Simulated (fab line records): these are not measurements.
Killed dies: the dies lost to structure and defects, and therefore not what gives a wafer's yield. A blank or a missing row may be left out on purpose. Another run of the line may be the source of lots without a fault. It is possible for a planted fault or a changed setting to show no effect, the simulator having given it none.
8D (eight disciplines) problem report, filled in by code -- flow nand-harc -- the parts of the form that need people (team, actions taken, sign-off) are left out

1. PROBLEM STATEMENT
Mean of thk-nm at NHARC_A_ONON_D2_THK_MEAS_30: 390 nm across 6 wafers in 2 lots; on wafers with no fault it is 998 nm (standard deviation 13). Measured from the usual mean, that is -47 standard deviations.
The step: measures by ellipsometry.
First seen on wafer L660.2, day 19 22:26, on film-metro-02. The record holds 39 wafers of 13 lots with a number at this step. Rule for "out", or "out of limits": more than 4 standard deviations from the usual mean. The rest of the wafers with a number are treated as sound.

2. WHAT IT IS AND WHAT IT IS NOT
question,is,is not
which readings at this step,thk-nm,-
which lots,"L660, L663","L643, L645, L646, L647, L648, L649, L650, L651, L654, L655, L665"
which wafers of those lots,all that have a number,-
read on which gauges,film-metro-02,film-metro-01
when,from day 19 22:26,up to then (30 sound wafers); but 3 sound wafers of L665 came after

3. SUSPECTS, AND WHAT RULES EACH OUT
Counting: a tool at any process step up to the reading remains a suspect when it ran all the lots that are out and ran no sound lot after the first of those.
- the gauge at NHARC_A_ONON_D2_THK_MEAS_30: kept. All the wafers that are out were read on film-metro-02, and no step on other tools shows them out.
- ald-hk-01 at NHARC_A_CHANNEL_FILL_D1_ALD_25 (deposits SiOx, target thk 60 nm, pulse time 10 s, ald cycles 600): kept. All lots that are out passed through it, beginning with L660 at day 17 07:29, and no sound lot followed; its final sound lot before that point was L654 at day 15 00:56.
- pecvd-03 at NHARC_A_DECK1_JOINT_DEP_16 (deposits SiO2, target thk 45 nm): kept. All lots that are out passed through it, beginning with L660 at day 19 08:29, and no sound lot followed; its final sound lot before that point was L648 at day 13 20:23.
- pecvd-onon-04 at NHARC_A_ONON_D2_DEP_28 (target thk 1000 nm): kept. All lots that are out passed through it, beginning with L660 at day 19 21:59, and no sound lot followed; its final sound lot before that point was L650 at day 15 20:57.
Left after counting: ald-hk-01 at NHARC_A_CHANNEL_FILL_D1_ALD_25, pecvd-03 at NHARC_A_DECK1_JOINT_DEP_16, pecvd-onon-04 at NHARC_A_ONON_D2_DEP_28, film-metro-02 at NHARC_A_ONON_D2_THK_MEAS_30.

4. THE CAUSE (what the simulator had put in)
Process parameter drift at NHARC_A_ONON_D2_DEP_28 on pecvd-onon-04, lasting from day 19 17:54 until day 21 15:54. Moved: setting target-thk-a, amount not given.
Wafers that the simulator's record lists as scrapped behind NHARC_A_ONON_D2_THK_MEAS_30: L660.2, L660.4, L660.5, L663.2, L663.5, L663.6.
Counting left 4 suspects, and this tool is among them.

5. THE EFFECT CHAIN, in route order
Rows list readings where the struck wafers' mean (over those with a number) sits beyond 3 standard deviations from the usual. Only readings for which the record gives a usual standard deviation are gone through. hours: the time from each lot's start at the first step in this table that gives one to its start at this step, as a median over the lots. sigmas: the change in usual standard deviations.
hours,step,reading,usual,on struck wafers,change,sigmas
0,NHARC_A_ONON_D2_THK_MEAS_30,thk-nm,998 nm,390,-608,-47

6. WHAT WOULD HAVE CAUGHT IT SOONER
5 hours passed between the start of the fault at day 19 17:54 and the first reading out of limits at a measuring or inspecting step in this record, taken at day 19 22:26.
The tool's own readings at NHARC_A_ONON_D2_DEP_28 were out on some of the struck wafers (susceptor-temp-C): an alarm limit on them would have fired on those.
Of the lots that are out (2), L663 began NHARC_A_ONON_D2_DEP_28 on pecvd-onon-04 after day 19 22:26. A tool hold placed at that time would have kept it from harm.
